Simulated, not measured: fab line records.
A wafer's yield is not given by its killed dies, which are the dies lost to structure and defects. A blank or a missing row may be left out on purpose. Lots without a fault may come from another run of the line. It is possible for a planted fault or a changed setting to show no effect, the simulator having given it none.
Chamber matching + flow n5-finfet + pecvd-01 running N5_BEOL_M0_SAQP_PECVD_03: 3 sister chambers
The step deposits SiCN from 3MS/NH3, target thk 12 nm, time 21.1 s. 6 wafers are shown with their chamber, then 7 later ones without.

## WAFERS WITH THEIR CHAMBER
| wafer  | chamber | showerhead-vpp-V (V) | showerhead-plenum-p-Torr (Torr) |
|--------|---------|----------------------|---------------------------------|
| L078.5 | 0       | 847                  | 3.690                           |
| L087.4 | 0       | 849                  | 3.696                           |
| L087.5 | 2       | 918                  | 3.671                           |
| L087.6 | 1       | 960                  | 3.688                           |
| L088.1 | 2       | 914                  | 3.670                           |
| L088.2 | 1       | 960                  | 3.692                           |

## WAFERS WITHOUT THEIR CHAMBER
| wafer  | showerhead-vpp-V (V) | showerhead-plenum-p-Torr (Torr) |
|--------|----------------------|---------------------------------|
| L088.6 | 916                  | 3.673                           |
| L093.1 | 918                  | 3.672                           |
| L093.3 | 972                  | 3.694                           |
| L093.5 | 918                  | 3.669                           |
| L097.2 | 912                  | 3.670                           |
| L097.3 | 837                  | 3.689                           |
| L097.4 | 916                  | 3.661                           |

## WHICH CHAMBER EACH WENT THROUGH
| wafer  | from the rows above | in truth |
|--------|---------------------|----------|
| L088.6 | 2                   | 2        |
| L093.1 | 2                   | 2        |
| L093.3 | 1                   | 1        |
| L093.5 | 2                   | 2        |
| L097.2 | 2                   | 2        |
| L097.3 | 0                   | 0        |
| L097.4 | 2                   | 2        |
Placed correctly: 7 of 7. Number that these rows cannot place: 0. Placed wrongly: 0.
How it was worked out, from the rows above alone: a wafer's distance from a chamber is the root of the sum, over the readings, of the square of ((its reading less the chamber's mean) divided by the reading's scatter). The wafer belongs to the nearest chamber; if the next one is less than 2 further off, it can't be placed. The mean given for a chamber averages the wafers shown for that chamber. The scatter: take each reading less its chamber's mean, square it, sum over the shown wafers, divide by the number of wafers less the number of chambers, and take the root.
